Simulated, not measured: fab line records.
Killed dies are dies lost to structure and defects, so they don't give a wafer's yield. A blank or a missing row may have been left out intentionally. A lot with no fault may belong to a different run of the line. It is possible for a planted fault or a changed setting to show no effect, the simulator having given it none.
What tool caused it? / flow nand_harc / 6 lots (18 wafers sampled), 1 step of a 1302-step route

== WHAT EACH GAUGE READ, for each wafer ==
NHARC_A_CHANNEL_HOLE_D1_OVL_MEAS_11.
lot=L422; measured=day 9 21:01; on=overlay-02; overlay_x_nm (nm)=0.4 -0.3 0.0
lot=L428; measured=day 12 03:28; on=overlay-02; overlay_x_nm (nm)=1.6 1.6 1.4
lot=L434; measured=day 14 09:26; on=overlay-02; overlay_x_nm (nm)=0.1 0.9 -0.2
lot=L437; measured=day 16 03:09; on=overlay-01; overlay_x_nm (nm)=0.5 0.1 0.7
lot=L440; measured=day 17 19:31; on=overlay-01; overlay_x_nm (nm)=0.0 0.2 0.2
lot=L442; measured=day 17 23:10; on=overlay-01; overlay_x_nm (nm)=0.1 -0.1 -0.4

== WHAT TOOL EACH LOT RAN ON (gives the tool, then ch and the chambers of the sampled wafers, and finally the start) ==
No process step before these readings appears in the record.

== THE ANSWER, worked out from the rows above alone ==
Rule: what is usual is taken from the lots themselves. Put in order of their means at a reading, lots are off if they are a third of the lots or fewer, leave a main group of 4 or more, and stand apart from it by a gap of 3 or more times the standard deviation of the main group's means; of several such gaps the widest counts. A main group whose means are all the same, to the digits that the tables above print for the reading, isn't used. A lot without any number at a reading at which 4 lots or more have one is off too. The other lots that the step has rows for count as sound.
Off: L428 (NHARC_A_CHANNEL_HOLE_D1_OVL_MEAS_11, overlay_x_nm). The main group: mean 0.1 nm, standard deviation 0.19.
If a tool, at a process step before that reading, ran all the lots that are off and no sound lot after the first of them, it fits. Gauges at NHARC_A_CHANNEL_HOLE_D1_OVL_MEAS_11: tried the same way as those tools. Not one of the candidates tried fits.

== WHAT THE SIMULATOR HAD PUT IN ==
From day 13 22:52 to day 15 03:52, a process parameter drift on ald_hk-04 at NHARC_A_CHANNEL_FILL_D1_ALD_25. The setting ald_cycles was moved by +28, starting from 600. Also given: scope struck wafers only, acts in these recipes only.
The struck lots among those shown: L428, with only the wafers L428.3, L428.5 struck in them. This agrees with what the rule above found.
